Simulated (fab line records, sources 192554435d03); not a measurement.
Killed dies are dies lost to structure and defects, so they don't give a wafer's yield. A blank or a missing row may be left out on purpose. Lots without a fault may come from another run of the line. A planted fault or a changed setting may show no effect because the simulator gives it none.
Split-lot experiment | flow n5_finfet | 7 lots, 39 wafers read, on a route of 1938 steps

THE SPLIT
At N5_MOL_CONTACT_COAG_ETCH_106 (etches SOC in N2/H2, target depth 80 nm, overetch 16 nm, time 120 s), the setting source_w was moved away from the recipe's 840 W on 9 of the 39 wafers read, by -12.3% to +6.1%. The other wafers ran this setting at the recipe's value.

The reading is taken at the split's own step.

THE READING
rf_vpp_V, in V, at N5_MOL_CONTACT_COAG_ETCH_106 (etches SOC in N2/H2, target depth 80 nm, overetch 16 nm, time 120 s). Fault-free wafers of this fab line usually give 523.2 V, standard deviation 2.5 V.

wafer  | tool, chamber at the split | source_w as run, W | against the recipe | rf_vpp_V, V | against lot-mates on the recipe
L074.3 | rie_diel-06, 3             | 840                | recipe             | 521.7       | -
L074.4 | rie_diel-06, 2             | 840                | recipe             | 524.3       | -
L074.6 | rie_diel-06, 1             | 840                | recipe             | 525.0       | -
L077.1 | rie_diel-06, 0             | 840                | recipe             | 519.9       | -
L077.2 | rie_diel-06, 1             | 840                | recipe             | 526.8       | -
L077.3 | rie_diel-06, 3             | 840                | recipe             | 522.7       | -
L077.4 | rie_diel-06, 2             | 840                | recipe             | 525.6       | -
L077.5 | rie_diel-06, 2             | 840                | recipe             | 525.0       | -
L077.6 | rie_diel-06, 3             | 840                | recipe             | 524.2       | -
L078.1 | rie_diel-06, 0             | 840                | recipe             | 519.0       | -
L078.2 | rie_diel-06, 1             | 840                | recipe             | 524.1       | -
L078.3 | rie_diel-06, 2             | 840                | recipe             | 524.8       | -
L078.4 | rie_diel-06, 0             | 840                | recipe             | 519.5       | -
L078.5 | rie_diel-06, 2             | 840                | recipe             | 524.7       | -
L078.6 | rie_diel-06, 1             | 840                | recipe             | 524.8       | -
L082.1 | rie_diel-02, 1             | 840                | recipe             | 520.5       | -
L082.2 | rie_diel-02, 0             | 891.3              | +6.1%              | 510.6       | -9.4
L082.3 | rie_diel-02, 2             | 891.3              | +6.1%              | 511.6       | -8.4
L082.4 | rie_diel-02, 3             | 840                | recipe             | 519.6       | -
L082.5 | rie_diel-02, 2             | 840                | recipe             | 520.0       | -
L082.6 | rie_diel-02, 3             | 891.3              | +6.1%              | 510.6       | -9.4
L084.1 | rie_diel-06, 2             | 840                | recipe             | 525.7       | -
L084.2 | rie_diel-06, 1             | 840                | recipe             | 525.1       | -
L084.3 | rie_diel-06, 3             | 840                | recipe             | 522.3       | -
L084.4 | rie_diel-06, 2             | 840                | recipe             | 525.2       | -
L084.5 | rie_diel-06, 3             | 840                | recipe             | 521.9       | -
L084.6 | rie_diel-06, 1             | 840                | recipe             | 524.5       | -
L093.1 | rie_diel-02, 0             | 886.3              | +5.5%              | 509.6       | -16.1
L093.2 | rie_diel-02, 2             | 840                | recipe             | 528.0       | -
L093.3 | rie_diel-02, 3             | 886.3              | +5.5%              | 510.3       | -15.4
L093.4 | rie_diel-02, 1             | 886.3              | +5.5%              | 510.8       | -14.9
L093.5 | rie_diel-02, 1             | 840                | recipe             | 519.8       | -
L093.6 | rie_diel-02, 2             | 840                | recipe             | 529.2       | -
L094.1 | rie_diel-01, 3             | 840                | recipe             | 520.9       | -
L094.2 | rie_diel-01, 0             | 736.9              | -12.3%             | 546.7       | +25.0
L094.3 | rie_diel-01, 1             | 840                | recipe             | 522.5       | -
L094.4 | rie_diel-01, 2             | 736.9              | -12.3%             | 546.5       | +24.8
L094.5 | rie_diel-01, 1             | 840                | recipe             | 521.7       | -
L094.6 | rie_diel-01, 0             | 736.9              | -12.3%             | 546.2       | +24.5

THE FIT
A straight line over all 39 wafers: rf_vpp_V changes by -1.98 V for each +1% of source_w; r = -0.96; the points scatter about the line by 2.5 V.
The same after taking each lot's own level away (the mean of its wafers on the recipe; 39 wafers): -2.04 V for each +1%; r = -0.96; scatter 2.5 V.
On that fit, the largest move of source_w shifts the reading by 25 V.
The lots' own levels span 520.03 to 525.67 V, that is 2.3 times the standard deviation above.
So the lot-to-lot level changes the slope little: the two slopes agree.
Check: with one of the wafers moved furthest among these (-12.3%) left out of the fit, the line predicts +24.9 V for it against its lot-mates. It came out at +25 V against them.
Tool readings at the split's step, against how far the setting was moved: rf_vpp_V r = -0.96.

OTHER SPLITS ON THESE WAFERS
These wafers also went through other splits before the reading. Each is held against what the fit with the lots' levels taken away leaves over:
other split on the same wafers        | wafers away from the commonest value | r with rf_vpp_V (lot level and that fit taken away)
N5_PMOS_HMC_CHANNEL_EPI_EPI_20 temp_c | 15                                   | +0.14
N5_FIN_CUT_CUT_ETCH_15 time_s         | 15                                   | +0.02
N5_SD_EPI_P_EPI_21 epi_growth_time_s  | 9                                    | -0.01

THE FILE'S OWN FIT
rf_vpp_V changes by -2.04 V for each +1% of source_w, r = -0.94.
